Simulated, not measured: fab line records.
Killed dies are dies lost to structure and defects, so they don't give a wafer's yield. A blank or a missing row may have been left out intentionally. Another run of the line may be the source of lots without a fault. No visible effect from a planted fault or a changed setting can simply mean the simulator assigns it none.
Which tool is to blame?    flow nandHarc    Sampling: 12 lots, 36 wafers, 3 of 1159 route steps

WHAT THE GAUGES SHOWED, per wafer
NHARC_P_M2_CD_MEAS_09: the cd target is 170 nm.
lot   measured      on        cdNm (nm)
L074  day 6 15:38   cdSem-01  169.5 169.8 169.8
L077  day 6 22:30   cdSem-01  170.5 170.9 170.8
L079  day 7 16:04   cdSem-03  170.0 169.6 170.6
L081  day 7 21:29   cdSem-01  170.5 170.6 170.7
L083  day 8 16:19   cdSem-03  170.0 170.1 170.3
L088  day 9 10:58   cdSem-03  170.9 170.9 170.4
L085  day 9 14:41   cdSem-02  170.3 170.0 170.4
L090  day 10 05:22  cdSem-01  169.9 169.6 169.4
L091  day 10 14:02  cdSem-03  170.1 169.7 169.3
L092  day 10 21:16  cdSem-03  170.4 169.8 169.9
L095  day 11 12:22  cdSem-02  170.4 170.2 170.3
L096  day 11 20:31  cdSem-03  170.8 171.1 170.5

TOOL THAT RAN EACH LOT (tool first, then ch and the chambers of the sampled wafers, then the start)
lot   NHARC_P_M1_STRIP_18                NHARC_P_M1_DEGAS_29
L074  rieDiel-10 ch 1,2, day 6 12:01     pvdSputter-01, day 6 12:41
L077  rieDiel-08 ch 1,2,3, day 6 18:53   pvdSputter-02, day 6 19:31
L079  rieDiel-03 ch 0,2,3, day 7 12:30   pvdSputter-02, day 7 13:09
L081  rieDiel-10 ch 0,1, day 7 17:52     pvdSputter-01, day 7 18:32
L083  rieDiel-08 ch 0,1,2, day 8 12:52   pvdSputter-01, day 8 13:29
L088  rieDiel-10 ch 0,1,2, day 9 07:16   pvdSputter-03, day 9 07:51
L085  rieDiel-10 ch 0,2,3, day 9 11:17   pvdSputter-02, day 9 11:52
L090  rieDiel-08 ch 2,3, day 10 01:46    pvdSputter-03, day 10 02:25
L091  rieDiel-08 ch 0,1,3, day 10 10:31  pvdSputter-03, day 10 11:06
L092  rieDiel-08 ch 1,3, day 10 17:35    pvdSputter-01, day 10 18:19
L095  rieDiel-10 ch 0,3, day 11 08:47    pvdSputter-01, day 11 09:25
L096  rieDiel-08 ch 0,1,2, day 11 16:48  pvdSputter-02, day 11 17:26
- NHARC_P_M1_STRIP_18: strips in N2/H2.
- NHARC_P_M1_DEGAS_29: time 60 s.

THE ANSWER, worked out from the rows above alone
Rule: the usual values come from the lots themselves. Put in order of their means at a reading, lots are off if they are a third of the lots or fewer, leave a main group of 4 or more, and stand apart from it by a gap of 3 or more times the standard deviation of the main group's means; of several such gaps the widest counts. Not used: any main group whose means are identical at the precision the tables above print for the reading. A lot without any number at a reading at which 4 lots or more have one is off too. Any other lot the step has rows for is counted as sound.
No lot is off at any reading shown: from this, nothing can be told.

WHAT THE SIMULATOR HAD PUT IN
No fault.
